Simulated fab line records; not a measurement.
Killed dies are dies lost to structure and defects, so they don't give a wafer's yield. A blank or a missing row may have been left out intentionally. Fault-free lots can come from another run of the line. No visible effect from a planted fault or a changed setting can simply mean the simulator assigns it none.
fab line records	flow nand_harc
[record] lots = 6	wafers = 18	last_day = 32
route steps=1302 shown P_CONTACT@236 P_M0@253 END@1302
lots that met no fault: from a run of the same line without faults
start_h: start of the lot's first displayed wafer, in hours after the record's first day	wait_h: hours since the lot's step before	" the same as in the row above	L1.1+2: several wafers, shown together as one row	- value missing, or start not given	* or withheld: withheld	< > ~ a bound
route shown NAME@n: a module of which the file shows steps, and the number in the route of the first	usual: the fault-free wafers' mean and standard deviation	same: alike in all rows	chamber/n: place in a boat	sites: per-site readings	_std_site: their standard deviation	_edge_site: outer sites' mean less inner sites'	radius_mm: for every site, how far away it sits from the centre of the wafer	mask NAME#n: copy n	behind: the last tool/chamber to shape the wafer	hold: what put the lot on hold/how long, in hours/how the hold closed	device: the transistor (n, p or np) that didn't switch	end of line: the same wafers' tests at the end of the route	a step given without rows: its recipe and nothing more	killed: count of dies lost to structure and defects at first sort (not the wafer's yield)	map: shows each die of a wafer: x if killed, . if not, _ if none is there
set.NAME: the setting as run; set.NAME@STEP: as run at that earlier step	model.NAME: the simulator's own value behind a step, which no gauge read
lots at selected steps of the route; one table per step, one row per wafer
services: the hour from which a tool's chamber was out of use, counted from the record's first day as start_h (under 0 if before that day), plus the number of hours and why
[[steps]]
[step NHARC_P_CONTACT_ETCH_35]
[recipe] target_depth_a = 390	over_etch_frac = 0.3	time_s = 65	ion_energy_ev = 80	cf4_flow_sccm = 150	ar_flow_sccm = 0	rf_w = 300	bias_w = 100	chemistry = CF4
[step NHARC_P_CONTACT_ETCH_36]
[recipe] target_depth_a = 2600	over_etch_frac = 0.25	time_s = 406.25	ion_energy_ev = 200	n2_flow_sccm = 150	h2_flow_sccm = 150	ar_flow_sccm = 0	rf_w = 400	bias_w = 150	chemistry = N2/H2
[usual] drypump_motor_current_A = 5.7/0.43	n2_flow_sccm = 150.0/0.44	oes_product_au = 1.005/0.011	rf_vpp_V = 429.4/2.2	showerhead_plenum_p_Torr = 2.00/0.073	throttle_valve_pct = 14.170/0.009
lot.wafer	tool	chamber	start_h	wait_h	drypump_motor_current_A	n2_flow_sccm	oes_product_au	rf_hours_counter_h	rf_vpp_V	showerhead_plenum_p_Torr	throttle_valve_pct
L201.3	rie_diel-03	0	-	-	6.2	149.6	0.993	1.3	427.0	1.96	14.170
L201.4	"	1	"	"	5.2	149.6	1.002	1.2	427.3	1.90	14.159
L201.1	"	2	"	"	5.0	149.8	1.007	1.1	428.8	1.91	14.168
L203.2	rie_diel-03	1	-	-	5.2	150.1	1.004	1.9	427.6	1.90	14.171
L203.1	"	3	"	"	5.7	149.7	0.985	1.6	429.0	1.96	14.171
L203.5	"	1	"	"	5.2	150.5	1.008	-	426.1	1.90	14.177
L206.1	rie_diel-13	0	-	-	5.5	150.1	1.006	1.9	432.4	2.05	14.178
L206.4	"	3	"	"	6.8	150.2	1.021	2.1	431.1	2.05	14.177
L206.6	"	1	"	"	5.8	150.2	1.016	-	430.7	2.07	14.157
L211.2	rie_diel-03	2	-	-	5.0	149.3	1.009	4.1	427.7	1.91	14.175
L211.4	"	3	"	"	5.7	149.3	1.008	3.6	429.7	1.96	14.163
L211.5	"	1	"	"	5.3	149.9	1.012	-	427.1	1.90	14.176
L215.4	rie_diel-13	2	-	-	5.8	150.2	0.997	6.0	427.9	1.94	14.167
L215.6	"	1	"	"	5.7	150.5	1.018	-	431.9	2.07	14.171
L215.5	"	2	"	"	5.8	150.2	1.007	-	427.8	1.94	14.170
L217.1	rie_diel-02	1	-	-	6.1	150.2	0.986	3.6	427.2	1.91	14.173
L217.4	"	2	"	"	5.4	149.9	0.989	3.7	429.2	1.97	14.190
L217.5	"	3	"	"	5.6	150.8	1.012	-	430.9	2.07	14.190
[step NHARC_P_CONTACT_ETCH_18]
[recipe] target_depth_a = 4810	time_s = 240.5	c4f8_flow_sccm = 20	o2_flow_sccm = 10	ar_flow_sccm = withheld	rf_w = 600	bias_w = 1500	chemistry = C4F8/O2/Ar
[step NHARC_P_CONTACT_STRIP_37]
[recipe] c4f8_flow_sccm = withheld	o2_flow_sccm = 8	ar_flow_sccm = withheld	bias_w = 0	chemistry = C4F8/O2/Ar
[step NHARC_P_CONTACT_ETCH_31]
[recipe] target_depth_a = 300	time_s = 85.7	ion_energy_ev = 120	over_etch_frac = 1	ch3f_flow_sccm = 50	o2_flow_sccm = 30	ar_flow_sccm = 200	rf_w = 500	bias_w = 100	chemistry = CH3F/O2
[step NHARC_P_CONTACT_CD_MEAS_19]
[usual] cd_nm = 90.5/1.7
lot.wafer	tool	chamber	start_h	wait_h	cd_nm
L201.1	cd_sem-01	-	166.98	-	89.1
L201.3	"	-	"	"	88.8
L201.4	"	-	"	"	88.0
L203.1	cd_sem-03	-	196.08	-	91.6
L203.2	"	-	"	"	91.4
L203.5	"	-	"	"	90.7
L206.1	cd_sem-01	-	229.16	-	89.7
L206.4	"	-	"	"	88.5
L206.6	"	-	"	"	86.4
L211.2	cd_sem-03	-	272.90	-	91.6
L211.4	"	-	"	"	91.3
L211.5	"	-	"	"	93.0
L215.4	cd_sem-03	-	302.85	-	88.9
L215.5	"	-	"	"	90.1
L215.6	"	-	"	"	87.2
L217.1	cd_sem-01	-	325.46	-	91.9
L217.4	"	-	"	"	89.0
L217.5	"	-	"	"	90.1
[step NHARC_P_CONTACT_STRIP_28]
[recipe] o2_flow_sccm = 500	ar_flow_sccm = 0	bias_w = 0	chemistry = O2
[usual] drypump_motor_current_A = 5.7/0.43	oes_product_au = 1.004/0.011	rf_vpp_V = 57.6/0.96	showerhead_plenum_p_Torr = 3.44/0.11	throttle_valve_pct = 17.037/0.01
lot.wafer	tool	chamber	start_h	wait_h	drypump_motor_current_A	oes_product_au	rf_hours_counter_h	rf_vpp_V	showerhead_plenum_p_Torr	throttle_valve_pct
L201.1	rie_diel-03	3	167.07	0.1	5.7	0.997	1.3	57.1	3.40	17.028
L201.3	"	0	"	"	6.2	0.995	1.5	57.9	3.41	17.047
L201.4	"	1	"	"	5.3	1.011	1.5	56.9	3.30	17.039
L203.1	rie_diel-02	2	196.16	0.1	5.4	1.010	2.7	58.0	3.43	17.039
L203.2	"	0	"	"	5.5	1.024	2.4	56.8	3.66	17.026
L203.5	"	2	"	"	5.4	1.011	-	57.7	3.43	17.031
L206.1	rie_diel-03	2	229.25	0.1	5.0	0.994	2.8	56.8	3.33	17.023
L206.4	"	3	"	"	5.7	0.999	2.3	57.4	3.40	17.026
L206.6	"	2	"	"	5.0	1.012	-	56.3	3.33	17.036
L211.2	rie_diel-13	0	272.97	0.1	5.5	1.015	4.9	57.9	3.55	17.044
L211.4	"	2	"	"	5.8	0.981	4.3	57.8	3.37	17.020
L211.5	"	1	"	"	5.8	1.015	-	58.7	3.58	17.039
L215.4	rie_diel-03	1	302.91	0.1	5.2	1.015	0.1	57.2	3.30	17.034
L215.6	"	1	"	"	5.2	1.015	-	56.1	3.30	17.029
L215.5	"	2	"	"	5.1	1.009	-	58.2	3.33	17.051
L217.1	rie_diel-13	3	325.53	0.1	6.8	1.013	7.5	58.2	3.54	17.044
L217.4	"	2	"	"	5.8	1.007	6.7	57.1	3.37	17.024
L217.5	"	3	"	"	6.8	1.010	-	57.3	3.54	17.048
[step NHARC_P_CONTACT_STRIP_29]
[recipe] time_s = 1200	temp_c = 72.5	chemistry = post_etch_residue_remover
[step NHARC_P_CONTACT_DEGAS_38]
[recipe] temp_c = 300	time_s = 60
[usual] heater_power_w = 460/35
lot.wafer	tool	chamber	start_h	wait_h	heater_power_w
L201.1	pvd_sputter-03	-	167.70	-	460
L201.3	"	-	"	"	495
L201.4	"	-	"	"	422
L203.1	pvd_sputter-01	-	196.80	-	511
L203.2	"	-	"	"	514
L203.5	"	-	"	"	509
L206.1	pvd_sputter-02	-	229.87	-	482
L206.4	"	-	"	"	385
L206.6	"	-	"	"	422
L211.2	pvd_sputter-03	-	273.62	-	435
L211.4	"	-	"	"	459
L211.5	"	-	"	"	441
L215.4	pvd_sputter-02	-	303.55	-	463
L215.6	"	-	"	"	470
L215.5	"	-	"	"	431
L217.4	pvd_sputter-03	-	326.18	-	505
L217.1	"	-	"	"	438
L217.5	"	-	"	"	475
[step NHARC_P_CONTACT_PRE_CLEAN_39]
[recipe] time_s = 19.5	bias_v = 250	gas = Ar
[step NHARC_P_CONTACT_PVD_32]
[recipe] target_thk_a = 50	chamber_pressure_pa = 5	power_w = 5000	substrate_temp_c = 200	time_s = 17.7	material = Ti
[step NHARC_P_CONTACT_ALD_22]
[recipe] target_thk_a = 30	pulse_time_s = 1	ald_cycles = 150	temp_c = 450	material = TiN
[step NHARC_P_CONTACT_CVD_23]
[recipe] target_thk_a = 2000	temp_c = 300	pressure_torr = 40	wf6_flow_sccm = 40	h2_flow_sccm = 1600	ar_flow_sccm = 1560	time_s = 557	material = W
[usual] heater_power_w = 487/55	mfc_wf6_sccm = 40.00/0.12	throttle_valve_pct = 7.97/0.2
lot.wafer	tool	chamber	start_h	wait_h	heater_power_w	mfc_wf6_sccm	throttle_valve_pct
L201.1	cvd_w-01	0	168.33	-	472	39.93	7.68
L201.3	"	1	"	"	415	39.84	7.89
L201.4	"	0	"	"	467	40.10	7.85
L203.2	cvd_w-02	0	197.24	-	479	39.90	7.91
L203.1	"	1	"	"	568	39.96	8.15
L203.5	"	1	"	"	579	40.21	8.36
L206.1	cvd_w-02	1	230.31	-	574	40.20	8.05
L206.4	"	0	"	"	500	40.11	8.08
L206.6	"	0	"	"	503	40.02	8.27
L211.2	cvd_w-01	1	274.07	-	423	40.19	7.81
L211.4	"	1	"	"	430	40.11	7.95
L211.5	"	0	"	"	467	39.89	7.85
L215.4	cvd_w-02	1	304.26	-	585	39.91	7.53
L215.6	"	0	"	"	518	39.96	8.00
L215.5	"	1	"	"	579	39.89	7.57
L217.1	cvd_w-01	1	326.61	-	434	40.23	8.06
L217.4	"	1	"	"	434	40.06	8.08
L217.5	"	1	"	"	441	40.06	8.05
[step NHARC_P_CONTACT_CMP_24]
[recipe] t_overpolish_s = 30	target_thk_nm = 200
[step NHARC_P_CONTACT_SRD_26]
[step NHARC_P_M0_DEP_00]
[recipe] target_thk_a = 1500	target_thk_nm = 150	temp_c = withheld	pressure_torr = 5	flow_sccm = 200	rf_w = 600	material = SiOC
[step NHARC_P_M0_DEHYDRATE_01]
[recipe] temp_c = 150	time_s = 120
[step NHARC_P_M0_HMDS_02]
[recipe] time_s = 30
[step NHARC_P_M0_COAT_33]
[recipe] temp_c = 200	time_s = 65
[step NHARC_P_M0_COAT_03]
[recipe] spin_rpm = 1500	resist_thk_nm = 90
[step NHARC_P_M0_SOFTBAKE_04]
[recipe] temp_c = 105	time_s = 55
[step NHARC_P_M0_EBR_05]
[step NHARC_P_M0_EXPOSE_06]
[recipe] na = 1.35	target_cd_nm = 90	dose_mj = 81.28	mask_id = P_M0
[step NHARC_P_M0_PEB_07]
[recipe] peb_temp_c = 100	peb_time_s = 65
[step NHARC_P_M0_DEVELOP_08]
[recipe] develop_time_s = 35	dev_temp_c = 23
[step NHARC_P_M0_CD_MEAS_09]
[recipe] target_cd_nm = 90	landing_energy_ev = 500
[usual] cd_nm = 90.1/0.59
lot.wafer	tool	chamber	start_h	wait_h	cd_nm
L201.1	cd_sem-01	0	170.19	-	90.2
L201.3	"	0	"	"	89.7
L201.4	"	0	"	"	89.4
L203.1	cd_sem-03	0	199.20	-	90.5
L203.2	"	0	"	"	90.7
L203.5	"	0	"	"	90.5
L206.1	cd_sem-03	0	232.28	-	90.3
L206.4	"	0	"	"	89.5
L206.6	"	0	"	"	90.8
L211.2	cd_sem-01	0	276.02	-	89.6
L211.4	"	0	"	"	89.9
L211.5	"	0	"	"	90.2
L215.4	cd_sem-01	0	305.96	-	90.8
L215.5	"	0	"	"	90.1
L215.6	"	0	"	"	90.8
L217.1	cd_sem-03	0	328.60	-	90.6
L217.4	"	0	"	"	90.7
L217.5	"	0	"	"	90.8
[step NHARC_P_M0_OVL_MEAS_10]
[recipe] pitch_nm = 180
[usual] overlay_x_nm = -0.1/1	overlay_y_nm = 0.0/0.78
lot.wafer	tool	chamber	start_h	wait_h	overlay_x_nm	overlay_y_nm
L201.1	overlay-02	-	170.28	-	-1.4	0.9
L201.3	"	-	"	"	-0.6	0.8
L201.4	"	-	"	"	-0.9	1.3
L203.1	overlay-02	-	199.29	-	-1.1	-0.1
L203.2	"	-	"	"	-0.8	0.0
L203.5	"	-	"	"	-0.6	-0.8
L206.1	overlay-02	-	232.38	-	-0.9	-1.0
L206.4	"	-	"	"	-1.0	-0.7
L206.6	"	-	"	"	0.2	-0.5
L211.2	overlay-02	-	276.11	-	0.4	0.6
L211.4	"	-	"	"	0.5	0.6
L211.5	"	-	"	"	0.5	0.9
L215.4	overlay-02	-	306.04	-	1.1	0.9
L215.5	"	-	"	"	0.6	0.4
L215.6	"	-	"	"	1.1	-0.6
L217.1	overlay-02	-	328.69	-	-1.6	-0.2
L217.4	"	-	"	"	-0.9	-0.8
L217.5	"	-	"	"	-1.6	-0.7
[step NHARC_P_M0_DESCUM_14]
[recipe] time_s = 3	o2_flow_sccm = 200	ar_flow_sccm = 0	bias_power_w = 0	chemistry = O2
[step NHARC_P_M0_ETCH_34]
[recipe] target_depth_a = 400	overetch_a = 120	time_s = 43.94	ion_energy_ev = 200	n2_flow_sccm = 150	h2_flow_sccm = 150	ar_flow_sccm = 0	rf_w = 400	bias_w = 150	chemistry = N2/H2
[step NHARC_P_M0_ETCH_15]
[recipe] target_depth_a = 1500	overetch_a = 150	time_s = 82.5	c4f8_flow_sccm = withheld	ar_flow_sccm = 400	rf_w = 600	bias_w = 300	chemistry = C4F8/Ar
[step NHARC_P_M0_CD_MEAS_16]
[usual] cd_nm = 90.0/0.79
lot.wafer	tool	chamber	start_h	wait_h	cd_nm
L201.1	cd_sem-02	-	170.67	-	89.8
L201.3	"	-	"	"	90.1
L201.4	"	-	"	"	89.1
L203.1	cd_sem-01	-	199.80	-	89.9
L203.2	"	-	"	"	91.0
L203.5	"	-	"	"	90.2
L206.1	cd_sem-01	-	232.78	-	90.2
L206.4	"	-	"	"	89.4
L206.6	"	-	"	"	90.7
L211.2	cd_sem-02	-	276.51	-	89.6
L211.4	"	-	"	"	89.8
L211.5	"	-	"	"	89.8
L215.4	cd_sem-02	-	306.44	-	91.6
L215.5	"	-	"	"	91.2
L215.6	"	-	"	"	91.1
L217.1	cd_sem-02	-	329.80	-	90.5
L217.4	"	-	"	"	90.4
L217.5	"	-	"	"	90.4
[step NHARC_P_M0_STRIP_18]
[recipe] power_w = 1000	n2_flow_sccm = 150	h2_flow_sccm = 150	ar_flow_sccm = 0	bias_w = 0	chemistry = N2/H2
[usual] drypump_motor_current_A = 5.9/0.37	n2_flow_sccm = 150.0/0.43	oes_product_au = 1.004/0.0096	rf_vpp_V = 90.8/1.2	showerhead_plenum_p_Torr = 2.04/0.12	throttle_valve_pct = 14.171/0.0085
lot.wafer	tool	chamber	start_h	wait_h	drypump_motor_current_A	n2_flow_sccm	oes_product_au	rf_hours_counter_h	rf_vpp_V	showerhead_plenum_p_Torr	throttle_valve_pct
L201.1	rie_diel-06	0	170.75	0.1	5.6	149.9	1.020	11	89.4	1.99	14.171
L201.3	"	1	"	"	5.7	151.0	0.999	12	91.2	2.06	14.167
L201.4	"	3	"	"	5.9	150.7	1.020	8	89.7	1.99	14.170
L203.1	rie_diel-12	2	199.91	0.1	6.2	150.0	0.997	30	89.8	1.98	14.170
L203.2	"	3	"	"	5.8	149.8	1.000	32	89.1	1.90	14.180
L203.5	"	3	"	"	5.8	149.9	1.017	-	90.2	1.90	14.170
L206.1	rie_diel-12	2	232.85	0.1	6.2	149.5	1.005	44	90.9	1.97	14.160
L206.4	"	0	"	"	5.9	150.3	0.995	50	90.2	1.88	14.181
L206.6	"	3	"	"	5.8	150.2	1.000	-	88.8	1.90	14.165
L211.2	rie_diel-05	0	276.58	0.1	5.5	150.5	1.001	4	91.6	2.18	14.170
L211.4	"	1	"	"	6.5	150.1	1.000	7	92.1	2.17	14.185
L211.5	"	1	"	"	6.5	150.0	0.995	-	90.8	2.17	14.162
L215.4	rie_diel-06	0	306.61	0.2	5.6	149.4	1.008	-	91.1	1.97	14.167
L215.6	"	2	"	"	5.0	151.1	1.000	-	92.3	2.20	14.167
L215.5	"	3	"	"	5.9	150.3	1.003	-	92.1	1.98	14.173
L217.1	rie_diel-05	1	329.95	0.1	6.6	149.6	0.992	16	91.1	2.17	14.176
L217.5	"	0	"	"	5.5	149.5	1.000	-	92.1	2.18	14.156
L217.4	"	1	"	"	6.5	150.1	0.991	-	91.8	2.17	14.176
[step NHARC_P_M0_STRIP_19]
[recipe] time_s = 600	temp_c = 30	chemistry = post_etch_residue_remover
[step NHARC_P_M0_DEGAS_28]
[recipe] temp_c = 250	time_s = 60
[step NHARC_P_M0_PRE_CLEAN_29]
[recipe] time_s = 30	temp_c = 280	gas = H2/He
[step NHARC_P_M0_PVD_20]
[recipe] target_thk_a = 50	bias_v = 168.6	power_w = 15000	chamber_pressure_pa = 0.12	time_s = 8.06	substrate_temp_c = 50	material = TaN
[step NHARC_P_M0_PVD_21]
[recipe] target_thk_a = 300	chamber_pressure_pa = 5	power_w = 5000	substrate_temp_c = 30	time_s = 20.49	material = Cu
[step NHARC_P_M0_ECD_22]
[recipe] target_thk_a = 4000	bath_temp_c = 25	material = Cu
[step NHARC_P_M0_ANNEAL_30]
[recipe] temp_c = 225	time_s = 90
[usual] wafer_temp_C_max = 226.1/0.31
lot.wafer	tool	chamber	start_h	wait_h	wafer_temp_C_max
L201.1	rtp_anneal-02	0	172.03	0.3	226.3
L201.3	"	0	"	"	226.1
L201.4	"	0	"	"	226.2
L203.1	rtp_anneal-02	0	201.23	-	225.6
L203.2	"	0	"	"	226.1
L203.5	"	0	"	"	225.9
L206.1	rtp_anneal-01	0	234.14	0.3	226.3
L206.4	"	0	"	"	226.4
L206.6	"	0	"	"	226.4
L211.2	rtp_anneal-01	0	277.93	-	226.3
L211.4	"	0	"	"	226.7
L211.5	"	0	"	"	226.1
L215.4	rtp_anneal-01	0	308.01	-	225.8
L215.5	"	0	"	"	226.3
L215.6	"	0	"	"	226.5
L217.1	rtp_anneal-02	0	331.24	-	226.1
L217.4	"	0	"	"	226.3
L217.5	"	0	"	"	225.7
[step NHARC_END_SORT_01]
[recipe] temp_c = 25
[usual] killed_at_array = 55/20	killed_at_other = 1.1/1.2	killed_at_periphery = 3.8/2.8	killed_dies = 60/19	killed_open = 3.4/1.9	killed_short = 2.2/1.5
[same] gross_dies = 677
lot.wafer	tool	chamber	start_h	wait_h	killed_at_array	killed_at_other	killed_at_periphery	killed_dies	killed_open	killed_short
L203.1	prober-02	0	633.31	2.5	33	3	90	126	2	6
L203.2	prober-02	0	634.11	2.8	27	1	76	104	1	1
L203.5	prober-02	0	636.51	3.7	21	4	98	123	3	1
L206.1	prober-02	0	682.96	2.5	38	0	92	130	1	2
L206.4	prober-02	0	685.39	3.4	46	0	83	129	1	1
L206.6	prober-02	0	687.01	4.1	40	1	78	119	2	2
L211.2	prober-02	0	706.12	2.8	79	1	5	85	5	1
L211.4	prober-02	0	707.72	3.4	75	0	3	78	2	2
// killed by level:class
L203.1 P_CONTACT:unspecified=90 A_CHANNEL_HOLE_D2:chamber_film_flake=16 A_CHANNEL_HOLE_D1:chamber_film_flake=5 A_WL_FILL:geometric_particle:short=2 A_CONTACT:chamber_film_flake=2 THIN_TSV:chamber_film_flake=2 A_CHANNEL_FILL_D1:geometric_particle:open=1 A_ONON_D2:geometric_particle:short=1
L203.2 P_CONTACT:unspecified=76 A_CHANNEL_HOLE_D2:chamber_film_flake=12 A_CONTACT:chamber_film_flake=3 A_SLIT:chamber_film_flake=2 A_ZERO_WELL:chamber_film_flake=2 A_CHANNEL_HOLE_D1:chamber_film_flake=2 A_STAIRCASE:chamber_film_flake=2 A_SOURCE_PLATE:geometric_particle:open=1
L203.5 P_CONTACT:unspecified=95 A_CHANNEL_HOLE_D2:chamber_film_flake=11 A_CHANNEL_HOLE_D1:chamber_film_flake=4 THIN_TSV:chamber_film_flake=4 P_M0:geometric_particle:open=1 P_M2:geometric_particle:short=1 A_WL_FILL:geometric_particle:open=1 A_BLC:geometric_particle:open=1
L206.1 P_CONTACT:unspecified=87 A_CHANNEL_HOLE_D2:chamber_film_flake=12 A_CHANNEL_HOLE_D1:chamber_film_flake=6 A_STAIRCASE:chamber_film_flake=4 A_WL_FILL:chamber_film_flake=4 A_CONTACT:chamber_film_flake=4 P_STI:chamber_film_flake=3 A_BONDPAD:chamber_film_flake=3
L206.4 P_CONTACT:unspecified=81 A_CHANNEL_HOLE_D2:chamber_film_flake=25 A_SLIT:chamber_film_flake=4 A_CONTACT:chamber_film_flake=4 A_BONDPAD:chamber_film_flake=3 P_GATE:chamber_film_flake=2 A_DECK1_JOINT:chamber_film_flake=2 A_STAIRCASE:chamber_film_flake=2
L206.6 P_CONTACT:unspecified=75 A_CHANNEL_HOLE_D2:chamber_film_flake=13 A_STAIRCASE:chamber_film_flake=5 A_CONTACT:chamber_film_flake=5 A_CHANNEL_HOLE_D1:chamber_film_flake=4 P_GATE:chamber_film_flake=3 A_SLIT:chamber_film_flake=3 A_BONDPAD:chamber_film_flake=3
L211.2 A_SLIT:chamber_film_flake=37 A_CHANNEL_HOLE_D1:chamber_film_flake=30 P_GATE:chamber_film_flake=3 A_CONTACT:chamber_film_flake=3 A_DECK1_JOINT:geometric_particle:open=2 A_ZERO_WELL:chamber_film_flake=2 P_GATE:geometric_particle:short=1 P_M0:geometric_particle:open=1
L211.4 A_SLIT:chamber_film_flake=39 A_CHANNEL_HOLE_D1:chamber_film_flake=29 P_STI:chamber_film_flake=2 A_DECK1_JOINT:geometric_particle:open=1 A_CHANNEL_FILL_D2:geometric_particle:short=1 A_WL_FILL:geometric_particle:short=1 A_CONTACT:geometric_particle:open=1 P_GATE:chamber_film_flake=1
// map L203.1 (x killed, . not)
____________.____________
_________..x...._________
_______..........._______
______..........x..______
_____.....x........._____
____.................____
____.................____
___......x............___
___...................___
__..x..............x...__
__.....................__
_......................._
_x................x....._
_......................._
_.....x................._
_...xx.................._
..xxxxx..................
.x.xxxxx.........x.......
..xxxxxxx.......x........
.xxxxxxxx................
x.xxxxxxx........x.......
_xxxxxxxxx.......x.x...._
_xxxxxxxx...........x..._
_xxxxxxxx.........xx.x.._
_xxxxxxxx.........x.x..._
_xxxxxxx.x.....x.xxx...._
__xxxxx.........x.xxx..__
__.xxxx..............x.__
___xx...x......x.xx.x.___
___................x..___
____..............x.x____
____.................____
_____...x..........._____
______.............______
_______..........._______
_________......._________
____________.____________
// map L206.1 (x killed, . not)
____________.____________
_________......._________
_______.......x..._______
______............x______
_____............x.._____
____................x____
____.................____
___........x........xx___
___x..................___
__.....................__
__.x...............x...__
_......................._
_.x....................._
_.........x............._
_...........x..........._
_.x..x......x..........._
...xxxx......x...........
..xx.xxx.....x...........
xxxxxxxxx................
.xxxxxxx.................
.xxxxxxxx............x...
_xxxxxxxx.......x.x....._
_xxxxxxxx.......x..x...._
_xxxxxxxx.........xxxx.._
_xxxxxxxx...x....x..x..._
_.xxxxxxxx........xx.x.._
__xxxxxxx.....x.....x..__
__.x.xxxx.........xx.x.__
___..x...............x___
___x.x...x............___
____.x...............____
____.................____
_____...x..........._____
______.............______
_______..........._______
_________......._________
____________.____________
[[services]]
tool	chamber	start_h	hours	kind
cvd_w-01	-	161.26	0.9	repair
rie_diel-13	-	165.01	9.0	pm
rie_diel-03	-	167.53	1.0	repair
rie_diel-12	2	167.76	10.3	repair
rie_diel-03	-	169.19	0.6	repair
pvd_sputter-03	-	170.04	10.0	pm
rie_diel-02	0	174.63	1.2	repair
cvd_w-01	-	185.00	13.0	pm
rie_diel-02	-	186.42	0.4	repair
rie_diel-13	0	190.23	5.5	repair
rie_diel-12	3	192.68	3.1	repair
rie_diel-06	3	195.66	2.8	repair
cvd_w-02	-	214.70	0.9	repair
rie_diel-13	0	216.19	6.8	repair
rie_diel-02	-	216.70	9.0	pm
rie_diel-05	3	218.54	3.7	repair
rie_diel-05	-	229.61	9.0	pm
cvd_w-02	-	269.00	13.0	pm
rie_diel-03	-	281.30	9.0	pm
rie_diel-13	0	283.41	4.2	repair
rie_diel-13	2	294.65	1.3	repair
rie_diel-03	-	296.61	5.7	repair
rie_diel-13	2	308.50	5.5	repair
rie_diel-03	3	323.72	14.0	repair
[[key]]
[first_sign] step = NHARC_END_SORT_01	reading = killed_at_periphery	direction = up	sigmas = 29	usual = 3.8	struck = 86.2
[effect] step = NHARC_END_SORT_01	reading = killed_dies	direction = up	sigmas = 3.2	usual = 60	struck = 122
[more_kills_born_at] NHARC_P_CONTACT_CVD_23@cvd_w-02 = 504
met_at NHARC_P_CONTACT_CVD_23
struck_wafers L203.1,L203.2,L203.5,L206.1,L206.4,L206.6
tester_left_out L203,L206
also_fits NHARC_P_M0_STRIP_18:rie_diel-12
[fault] kind = chamber_particle_source	tool = cvd_w-02	chamber = -	onset_h = 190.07	steps = NHARC_P_CONTACT_CVD_23	rate_per_visit_cm2 = 1.1708	end_h = 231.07
// tester_left_out: of these lots the tester's yield and bins aren't shown, on N5 and GAA mostly nor the transistor test; their killed dies are dies lost to structure and defects alone, not to doping, threshold or leakage, so they don't give the yield
